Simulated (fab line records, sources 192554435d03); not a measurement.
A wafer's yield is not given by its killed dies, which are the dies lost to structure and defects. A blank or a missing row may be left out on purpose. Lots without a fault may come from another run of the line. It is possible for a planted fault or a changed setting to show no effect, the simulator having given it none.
What tool caused it?	flow n5_finfet	12 lots with 36 wafers sampled at 3 steps, on a route of 1938 steps

== WHAT THE GAUGES SHOWED, per wafer ==
N5_BEOL_M13_CD_MEAS_28: target cd 209.5 nm.
lot	measured	on	cd_nm (nm)
L074	day 12 11:16	cd_sem-03	209.8 209.0 207.1
L078	day 12 19:55	cd_sem-02	209.6 210.7 210.0
L080	day 13 09:37	cd_sem-03	209.0 209.1 209.1
L081	day 13 22:55	cd_sem-02	211.6 210.5 210.9
L083	day 14 21:49	cd_sem-01	208.9 209.5 208.4
L086	day 14 22:11	cd_sem-01	208.9 207.8 209.7
L087	day 15 22:22	cd_sem-02	212.5 209.0 211.7
L091	day 16 12:39	cd_sem-03	209.6 208.9 208.2
L093	day 16 15:00	cd_sem-01	211.6 210.5 209.6
L092	day 17 02:09	cd_sem-03	207.3 209.9 209.3
L096	day 18 03:16	cd_sem-01	209.9 209.8 208.8
L097	day 18 07:49	cd_sem-03	210.0 208.9 208.5

== EACH LOT AND THE TOOL THAT RAN IT (in order: tool; ch and the chambers of the sampled wafers; start) ==
lot	N5_BEOL_M12_DEGAS_41	N5_BEOL_M12_DEP_53
L074	pvd_sputter-03, day 12 08:13	pecvd-01 ch 0,1,2, day 12 09:32
L078	pvd_sputter-02, day 12 16:08	pecvd-01 ch 0,2, day 12 18:13
L080	pvd_sputter-01, day 13 05:12	pecvd-03 ch 0,1, day 13 06:52
L081	pvd_sputter-02, day 13 16:35	pecvd-03 ch 1,2, day 13 20:49
L083	pvd_sputter-02, day 14 18:53	pecvd-03 ch 0,1,2, day 14 20:02
L086	pvd_sputter-03, day 14 18:57	pecvd-01 ch 0,1,2, day 14 20:22
L087	pvd_sputter-03, day 15 19:38	pecvd-03 ch 0,1,2, day 15 20:48
L091	pvd_sputter-01, day 16 09:50	pecvd-01 ch 1,2, day 16 10:59
L093	pvd_sputter-01, day 16 11:03	pecvd-01 ch 0,2, day 16 12:21
L092	pvd_sputter-02, day 16 22:38	pecvd-02 ch 1,2, day 17 00:22
L096	pvd_sputter-02, day 17 21:20	pecvd-03 ch 1,2, day 17 22:34
L097	pvd_sputter-03, day 18 02:34	pecvd-03 ch 0,1,2, day 18 04:03
- N5_BEOL_M12_DEGAS_41: time 60 s.
- N5_BEOL_M12_DEP_53: deposits SiCN from 3MS/NH3, target thk 30 nm, time 10.5 s.

== THE ANSWER, worked out from the rows above alone ==
Rule: usual is defined by the lots themselves. The widest of any qualifying gaps counts: lots, ordered by their means at a reading, are off when they make up no more than a third of the lots, leave a main group of 4 or more, and stand apart from it by 3 or more times the standard deviation of that group's means. A main group whose means are all the same, to the digits that the tables above print for the reading, isn't used. Also off: a lot with no number at a reading for which 4 or more lots have one. Where the step has rows for the other lots, those lots are counted as sound.
No lot is off on any of the readings shown, so nothing can be concluded from this.

== WHAT THE SIMULATOR HAD PUT IN ==
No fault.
